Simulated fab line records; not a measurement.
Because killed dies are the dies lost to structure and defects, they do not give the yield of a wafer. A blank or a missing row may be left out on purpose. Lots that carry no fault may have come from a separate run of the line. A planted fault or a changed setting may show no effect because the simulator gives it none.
fab line records | flow n5-finfet | part 1 of 2: steps 1 to 3 of 6
[record] lots = 23 wafers = 69 last-day = 18
route steps=1938 shown BEOL_M7@1331 BEOL_M8@1348
lots with no fault: from the same line, run without faults
start-h: start of the lot's first displayed wafer, in hours after the record's first day | wait-h: hours from the lot's prior step to this one | " same as the row above | L1.1+2: several wafers, shown together as one row | - value missing, or start not given | * or withheld: withheld | < > ~ a bound
route shown NAME@n: a module of which the file shows steps, and the number in the route of the first | usual: the fault-free wafers' mean and standard deviation | same: alike in all rows | chamber/n: place in a boat | sites: per-site readings | _std_site: standard deviation of those values | _edge_site: mean of outer sites minus mean of inner sites | radius-mm: how far each site lies from the wafer's centre | mask NAME#n: copy n | behind: the tool/chamber that last shaped the wafer | hold: cause of the lot's hold/its duration in hours/its outcome | device: which transistor (n, p or np) failed to switch | end of line: the tests these same wafers got at the end of their route | a step given without rows: its recipe and nothing more | killed: the dies lost at the first sort to structure and to defects; this is not the yield of the wafer | map: per-die view of a wafer (x killed, . not killed, _ where there is no die)
set.NAME: the setting that was run; set.NAME@STEP: the one run at that earlier step | model.NAME: the simulator's own value behind a step, which no gauge read
the route's steps for a sample of lots (tables are steps, rows are wafers)
services: when a tool's chamber went out of use (start-h, in hours from the record's first day, below 0 if earlier), for how many hours, and the reason
[[steps]]
[step N5_BEOL_M7_INSPECT_58]
[recipe] inspect-instrument = darkfield mode = post-dep
[usual] raw-defect-count = 72/23
// columns lot.wafer tool chamber start-h wait-h raw-defect-count
L074.1 defect-inspect-01 - 190.83 0.0 64
L074.2 " - " " 44
L074.3 " - " " 86
L075.1 defect-inspect-02 - 197.68 0.0 89
L075.4 " - " " 60
L075.6 " - " " 88
L077.4 defect-inspect-02 - 209.70 0.0 63
L077.5 " - " " 69
L077.6 " - " " 59
L076.3 defect-inspect-02 - 213.18 0.0 93
L076.4 " - " " 71
L076.5 " - " " 64
L079.1 defect-inspect-01 - 218.50 0.0 65
L079.2 " - " " 105
L079.3 " - " " 58
L078.2 defect-inspect-01 - 227.47 0.0 83
L078.4 " - " " 126
L078.5 " - " " 71
L080.2 defect-inspect-01 - 238.38 0.0 94
L080.4 " - " " 99
L080.5 " - " " 87
L083.1 defect-inspect-02 - 241.41 0.0 124
L083.3 " - " " 71
L083.4 " - " " 64
L081.2 defect-inspect-02 - 243.01 0.0 84
L081.3 " - " " 69
L081.5 " - " " 51
L082.1 defect-inspect-02 - 247.96 0.0 99
L082.4 " - " " 85
L082.6 " - " " 89
L084.1 defect-inspect-02 - 261.87 0.0 47
L084.4 " - " " 60
L084.6 " - " " 51
L085.1 defect-inspect-02 - 266.44 0.0 69
L085.2 " - " " 99
L085.3 " - " " 90
L086.3 defect-inspect-02 - 279.12 0.0 81
L086.4 " - " " 77
L086.6 " - " " 93
L089.2 defect-inspect-02 - 286.05 0.0 110
L089.4 " - " " 131
L089.5 " - " " 130
L088.3 defect-inspect-02 - 294.47 0.0 46
L088.4 " - " " 53
L088.5 " - " " 63
L090.1 defect-inspect-01 - 309.09 0.0 40
L090.2 " - " " 38
L090.3 " - " " 87
L091.1 defect-inspect-02 - 313.41 0.0 54
L091.5 " - " " 46
L091.6 " - " " 59
L093.2 defect-inspect-02 - 322.34 0.0 39
L093.4 " - " " 75
L093.6 " - " " 27
L094.2 defect-inspect-02 - 323.60 0.0 61
L094.3 " - " " 81
L094.5 " - " " 77
L095.1 defect-inspect-01 - 330.47 0.0 57
L095.4 " - " " 79
L095.6 " - " " 67
L092.1 defect-inspect-02 - 337.69 0.0 63
L092.3 " - " " 74
L092.4 " - " " 56
L096.1 defect-inspect-02 - 346.14 0.0 67
L096.4 " - " " 89
L096.6 " - " " 107
L097.2 defect-inspect-01 - 362.08 0.0 101
L097.5 " - " " 61
L097.6 " - " " 94
[step N5_BEOL_M8_DESCUM_16]
[recipe] chemistry = O2 time-s = 7.9 source-power-w = 50 bias-power-w = 20 pressure-mtorr = 20 rf-frequency-hz = 2.712e+07 temp-c = 40 resist = CAR-ArF o2-flow-sccm = 225
[usual] bias-power-w = 20.00/0.055 drypump-motor-current-A = 5.4/0.4 oes-product-au = 0.81/0.07 rf-fwd-power-W = 49.23/0.25 rf-vpp-V = 243.8/1.2 showerhead-plenum-p-Torr = 2.13/0.065 throttle-valve-pct = 20.41/0.26
[same] time-s = 7.9
// columns lot.wafer tool chamber start-h wait-h bias-power-w drypump-motor-current-A oes-product-au rf-fwd-power-W rf-hours-counter-h rf-vpp-V showerhead-plenum-p-Torr throttle-valve-pct
L074.1 rie-diel-02 2 193.70 0.0 20.03 6.3 0.85 49.32 59 244.4 2.19 20.22
L074.2 " 0 " " 20.03 4.9 0.77 49.01 155 241.6 2.09 20.38
L074.3 " 1 " " 20.00 5.0 0.78 49.75 104 244.6 2.22 20.55
L075.1 rie-diel-02 0 200.17 0.2 20.02 4.9 0.78 49.40 158 244.0 2.09 20.38
L075.4 " 2 " " 19.99 6.4 0.84 49.61 61 243.9 2.19 20.21
L075.6 " 3 " " 20.08 5.2 0.74 49.41 - 244.3 2.11 20.55
L077.4 rie-diel-01 3 212.30 0.2 20.02 5.7 0.76 49.48 - 243.4 2.10 20.75
L077.5 " 1 " " 20.02 5.7 0.86 49.25 - 244.7 2.22 20.66
L077.6 " 2 " " 19.96 5.2 0.79 48.74 - 243.4 2.09 19.94
L076.3 rie-diel-05 1 215.72 0.0 19.90 5.6 0.76 49.03 150 244.5 2.22 20.25
L076.4 " 3 " " 19.91 5.1 0.83 49.24 95 242.6 2.12 20.62
L076.5 " 0 " " 19.95 5.4 0.87 49.00 - 242.3 2.02 20.48
L079.1 rie-diel-01 2 220.87 0.0 20.07 5.2 0.79 48.80 102 243.4 2.09 19.95
L079.2 " 1 " " 20.09 5.7 0.86 49.36 44 245.3 2.22 20.65
L079.3 " 3 " " 19.99 5.7 0.76 49.17 134 242.6 2.10 20.77
L078.2 rie-diel-01 2 230.57 0.6 19.84 5.2 0.78 48.96 105 243.5 2.09 19.95
L078.4 " 0 " " 20.11 6.0 0.98 49.51 7 245.6 2.21 20.10
L078.5 " 3 " " 19.98 5.7 0.76 49.23 - 242.8 2.10 20.78
L080.2 rie-diel-02 0 240.43 0.0 19.99 4.9 0.77 49.12 170 243.3 2.08 20.40
L080.4 " 1 " " 20.00 4.9 0.78 49.70 116 244.5 2.22 20.57
L080.5 " 1 " " 20.04 5.0 0.76 49.47 - 245.9 2.22 20.55
L083.1 rie-diel-01 2 243.27 0.3 19.96 5.2 0.78 48.99 110 243.6 2.08 19.97
L083.3 " 3 " " 19.97 5.7 0.75 49.15 144 243.8 2.10 20.79
L083.4 " 0 " " 20.05 6.0 0.96 49.73 12 245.9 2.21 20.12
L081.2 rie-diel-05 3 245.87 0.1 19.96 5.1 0.80 49.05 107 241.9 2.12 20.64
L081.3 " 1 " " 19.98 5.6 0.74 48.74 163 243.6 2.22 20.27
L081.5 " 3 " " 19.98 5.1 0.81 48.92 - 242.7 2.12 20.64
L082.1 rie-diel-01 3 250.27 0.0 20.03 5.7 0.74 49.56 147 243.9 2.10 20.79
L082.4 " 3 " " 20.02 5.7 0.76 49.69 - 242.8 2.10 20.80
L082.6 " 1 " " 19.96 5.7 0.83 49.59 - 244.8 2.21 20.66
L084.1 rie-diel-02 2 264.18 0.6 20.11 6.4 0.82 49.19 81 246.5 2.18 20.26
L084.4 " 0 " " 19.96 4.8 0.76 49.32 180 242.3 2.08 20.41
L084.6 " 3 " " 20.07 5.2 0.74 49.36 - 242.8 2.10 20.60
L085.1 rie-diel-05 2 270.25 0.0 19.95 5.2 0.93 49.21 20 242.9 2.14 20.11
L085.2 " 0 " " 20.00 5.4 0.84 49.11 89 243.3 2.01 20.51
L085.3 " 3 " " 19.93 5.1 0.81 49.21 113 245.1 2.12 20.65
L086.3 rie-diel-05 1 281.91 0.3 20.03 5.6 0.73 48.91 174 246.6 2.21 20.29
L086.4 " 0 " " 20.07 5.4 0.83 49.03 92 242.9 2.01 20.51
L086.6 " 3 " " 20.00 5.1 0.80 49.44 - 243.6 2.12 20.65
L089.2 rie-diel-05 2 288.97 0.0 20.02 5.2 0.92 49.16 25 243.2 2.14 20.13
L089.4 " 0 " " 20.02 5.4 0.84 49.04 95 241.5 2.01 20.51
L089.5 " 0 " " 20.02 5.4 0.84 49.20 - 241.3 2.01 20.51
L088.3 rie-diel-01 2 296.14 0.0 19.94 5.2 0.77 49.12 131 243.1 2.08 19.99
L088.4 " 0 " " 20.11 6.1 0.92 49.53 - 246.0 2.20 20.12
L088.5 " 3 " " 20.07 5.7 0.74 49.28 - 242.8 2.09 20.82
L090.1 rie-diel-05 2 310.68 0.0 20.02 5.2 0.91 49.23 31 245.1 2.14 20.13
L090.2 " 0 " " 19.96 5.4 0.81 49.05 100 242.4 2.01 20.52
L090.3 " 3 " " 20.01 5.1 0.79 49.15 125 243.1 2.11 20.67
L091.1 rie-diel-05 1 315.73 0.0 20.07 5.6 0.72 48.69 184 245.1 2.21 20.30
L091.5 " 1 " " 20.01 5.6 0.72 48.84 - 245.4 2.21 20.30
L091.6 " 0 " " 20.05 5.4 0.82 49.32 - 241.9 2.01 20.53
L093.2 rie-diel-01 1 323.53 0.0 19.89 5.7 0.80 49.27 79 244.5 2.20 20.72
L093.4 " 3 " " 20.05 5.7 0.72 49.23 175 243.8 2.09 20.82
L093.6 " 1 " " 19.93 5.7 0.80 49.20 - 244.9 2.20 20.72
L094.2 rie-diel-01 0 326.34 0.0 20.07 6.1 0.91 49.56 36 244.5 2.20 20.16
L094.3 " 3 " " 20.04 5.7 0.72 49.06 176 244.0 2.09 20.84
L094.5 " 2 " " 20.06 5.2 0.75 49.09 - 244.7 2.07 20.00
L095.1 rie-diel-05 2 332.80 0.0 19.92 5.2 0.90 49.26 38 244.0 2.14 20.16
L095.4 " 0 " " 19.94 5.4 0.82 49.03 106 243.0 2.01 20.53
L095.6 " 2 " " 20.04 5.2 0.90 49.24 - 243.0 2.14 20.15
L092.1 rie-diel-02 2 342.79 0.1 19.99 6.4 0.79 49.26 106 244.5 2.17 20.29
L092.3 " 0 " " 20.04 4.9 0.73 49.35 207 242.7 2.07 20.46
L092.4 " 3 " " 20.00 5.2 0.71 49.46 185 242.4 2.09 20.64
L096.1 rie-diel-05 0 348.54 0.0 20.03 5.4 0.82 49.12 112 243.9 2.01 20.54
L096.4 " 2 " " 20.01 5.1 0.89 49.27 43 243.3 2.13 20.15
L096.6 " 3 " " 19.98 5.1 0.78 49.40 - 244.8 2.11 20.67
L097.2 rie-diel-05 2 365.22 0.1 19.98 5.2 0.89 49.19 49 244.6 2.13 20.17
L097.5 " 0 " " 19.96 5.4 0.79 49.10 - 243.4 2.00 20.54
L097.6 " 3 " " 20.02 5.1 0.78 49.05 - 242.3 2.11 20.70
[step N5_BEOL_M8_HM_OPEN_17]
[recipe] chemistry = Cl2/BCl3 target-depth-a = 200 overetch-a = 60 target = TiN mask-material = SOC ion-energy-ev = 150 pressure-mtorr = 10 icp-w = 1000 bias-w = 126 Cl2_flow_sccm = 53.25 bcl3-flow-sccm = 21.75 Ar_flow_sccm = 25
[usual] drypump-motor-current-A = 5.7/0.32 oes-product-au = 0.68/0.065 rf-fwd-power-W = 993/3.9 throttle-valve-pct = 22.04/0.22
// columns lot.wafer tool chamber start-h wait-h drypump-motor-current-A oes-product-au rf-fwd-power-W rf-hours-counter-h throttle-valve-pct
L074.1 rie-metal-03 0 193.98 0.0 5.6 0.66 990 42 21.88
L074.2 " 1 " " 5.9 0.65 998 40 22.23
L074.3 " 1 " " 5.9 0.67 994 - 22.20
L075.1 rie-metal-02 0 200.45 0.0 5.6 0.65 998 50 21.85
L075.4 " 1 " " 6.3 0.65 999 - 21.58
L075.6 " 0 " " 5.6 0.65 992 - 21.87
L077.4 rie-metal-01 1 212.59 0.1 5.5 0.85 988 - 22.17
L077.5 " 0 " " 5.2 0.77 1001 - 22.26
L077.6 " 1 " " 5.5 0.85 988 - 22.19
L076.3 rie-metal-01 1 216.03 0.1 5.6 0.85 988 - 22.20
L076.4 " 0 " " 5.2 0.77 994 - 22.26
L076.5 " 0 " " 5.2 0.76 995 - 22.27
L079.1 rie-metal-01 0 221.15 0.0 5.2 0.77 998 12 22.27
L079.2 " 1 " " 5.5 0.82 992 1 22.21
L079.3 " 1 " " 5.5 0.83 986 - 22.21
L078.2 rie-metal-03 0 230.85 0.0 5.6 0.66 991 46 21.86
L078.4 " 0 " " 5.6 0.66 992 - 21.85
L078.5 " 0 " " 5.6 0.66 990 - 21.86
L080.2 rie-metal-01 1 240.71 0.0 5.6 0.80 990 4 22.21
L080.4 " 1 " " 5.5 0.81 986 - 22.20
L080.5 " 1 " " 5.5 0.81 986 - 22.19
L083.1 rie-metal-03 1 243.55 0.0 6.0 0.65 992 45 22.21
L083.3 " 1 " " 5.9 0.66 990 - 22.21
L083.4 " 0 " " 5.6 0.65 995 - 21.87
L081.2 rie-metal-03 1 246.15 0.0 5.9 0.66 995 45 22.21
L081.3 " 0 " " 5.6 0.65 990 - 21.87
L081.5 " 1 " " 5.9 0.66 992 - 22.22
L082.1 rie-metal-03 1 250.55 0.0 5.9 0.65 993 46 22.21
L082.4 " 0 " " 5.6 0.65 991 - 21.89
L082.6 " 0 " " 5.6 0.65 992 - 21.86
L084.1 rie-metal-02 1 264.46 0.0 6.3 0.64 996 48 21.61
L084.4 " 0 " " 5.6 0.64 996 - 21.88
L084.6 " 0 " " 5.6 0.64 994 - 21.89
L085.1 rie-metal-03 0 270.52 0.0 5.6 0.65 993 49 21.88
L085.2 " 1 " " 5.9 0.65 992 47 22.22
L085.3 " 0 " " 5.6 0.64 990 - 21.89
L086.3 rie-metal-02 1 282.22 0.1 6.3 0.64 996 - 21.59
L086.4 " 0 " " 5.6 0.62 992 - 21.91
L086.6 " 1 " " 6.3 0.63 998 - 21.60
L089.2 rie-metal-03 0 289.25 0.0 5.6 0.64 988 51 21.89
L089.4 " 1 " " 5.9 0.64 994 - 22.23
L089.5 " 1 " " 5.9 0.64 994 - 22.23
L088.3 rie-metal-03 1 296.45 0.1 5.9 0.65 993 - 22.21
L088.4 " 0 " " 5.6 0.65 989 - 21.86
L088.5 " 1 " " 5.9 0.64 992 - 22.21
L090.1 rie-metal-03 0 310.96 0.0 5.6 0.64 989 53 21.88
L090.2 " 1 " " 5.9 0.65 997 51 22.21
L090.3 " 0 " " 5.6 0.64 987 - 21.86
L091.1 rie-metal-03 0 316.01 0.0 5.6 0.64 995 53 21.87
L091.5 " 0 " " 5.6 0.64 988 - 21.86
L091.6 " 1 " " 5.9 0.65 992 - 22.19
L093.2 rie-metal-02 0 323.81 0.0 5.6 0.63 989 60 21.87
L093.4 " 1 " " 6.3 0.63 996 - 21.61
L093.6 " 0 " " 5.6 0.62 993 - 21.90
L094.2 rie-metal-03 1 326.62 0.0 6.0 0.65 992 52 22.22
L094.3 " 1 " " 6.0 0.66 989 - 22.21
L094.5 " 1 " " 6.0 0.65 990 - 22.22
L095.1 rie-metal-01 0 333.07 0.0 5.2 0.72 996 24 22.31
L095.4 " 0 " " 5.2 0.71 995 - 22.33
L095.6 " 0 " " 5.2 0.71 998 - 22.30
L092.1 rie-metal-03 1 343.07 0.0 5.9 0.63 988 53 22.23
L092.3 " 0 " " 5.6 0.63 996 - 21.90
L092.4 " 1 " " 5.9 0.63 988 - 22.24
L096.1 rie-metal-01 1 348.82 0.0 5.5 0.76 988 15 22.24
L096.4 " 0 " " 5.2 0.71 998 - 22.31
L096.6 " 0 " " 5.2 0.72 996 - 22.30
L097.2 rie-metal-02 0 365.50 0.0 5.7 0.62 994 63 21.89
L097.5 " 0 " " 5.6 0.62 995 - 21.91
L097.6 " 1 " " 6.3 0.62 995 - 21.63
